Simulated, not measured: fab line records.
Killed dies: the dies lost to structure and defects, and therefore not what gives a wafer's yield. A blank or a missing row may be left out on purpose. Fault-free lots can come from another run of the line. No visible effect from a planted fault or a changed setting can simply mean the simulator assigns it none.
Matching of chambers | flow n5 finfet | 4 sister chambers for N5_DUMMY_GATE_ETCH_37 on rie diel-01
The step etches SOC in N2/H2, target depth 60 nm, overetch 30 nm. 8 wafers are shown with their chamber, then 9 later ones without.

== WAFERS PAIRED WITH THEIR CHAMBERS ==
wafer  | chamber | drypump motor current A (A) | throttle valve pct (%)
L076.3 | 2       | 5.4                         | 17.78
L077.5 | 2       | 5.4                         | 17.76
L087.2 | 0       | 5.9                         | 18.17
L087.4 | 3       | 6.3                         | 17.95
L087.6 | 1       | 5.6                         | 18.28
L088.1 | 3       | 6.3                         | 17.96
L088.3 | 0       | 5.9                         | 18.16
L088.4 | 1       | 5.5                         | 18.26

== WAFERS MISSING THEIR CHAMBER ==
wafer  | drypump motor current A (A) | throttle valve pct (%)
L092.2 | 5.4                         | 17.82
L092.3 | 5.5                         | 18.30
L092.5 | 5.9                         | 18.18
L094.2 | 6.3                         | 17.98
L094.5 | 5.6                         | 18.28
L094.6 | 5.4                         | 17.83
L096.1 | 5.4                         | 17.84
L096.2 | 6.3                         | 18.00
L096.6 | 5.4                         | 17.84

== EACH ONE'S CHAMBER ==
wafer  | from the rows above | in truth
L092.2 | 2                   | 2
L092.3 | 1                   | 1
L092.5 | 0                   | 0
L094.2 | 3                   | 3
L094.5 | 1                   | 1
L094.6 | 2                   | 2
L096.1 | 2                   | 2
L096.2 | 3                   | 3
L096.6 | 2                   | 2
9 of 9 placed correctly. Not placeable from these rows: 0. Placed wrongly: 0.
How it was worked out, from the rows above alone: a wafer's distance from a chamber is the root of the sum, over the readings, of the square of ((its reading less the chamber's mean) divided by the reading's scatter). The wafer belongs to the nearest chamber; if the next one is less than 2 further off, it can't be placed. The mean given for a chamber averages the wafers shown for that chamber. The scatter: take each reading less its chamber's mean, square it, sum over the shown wafers, divide by the number of wafers less the number of chambers, and take the root.
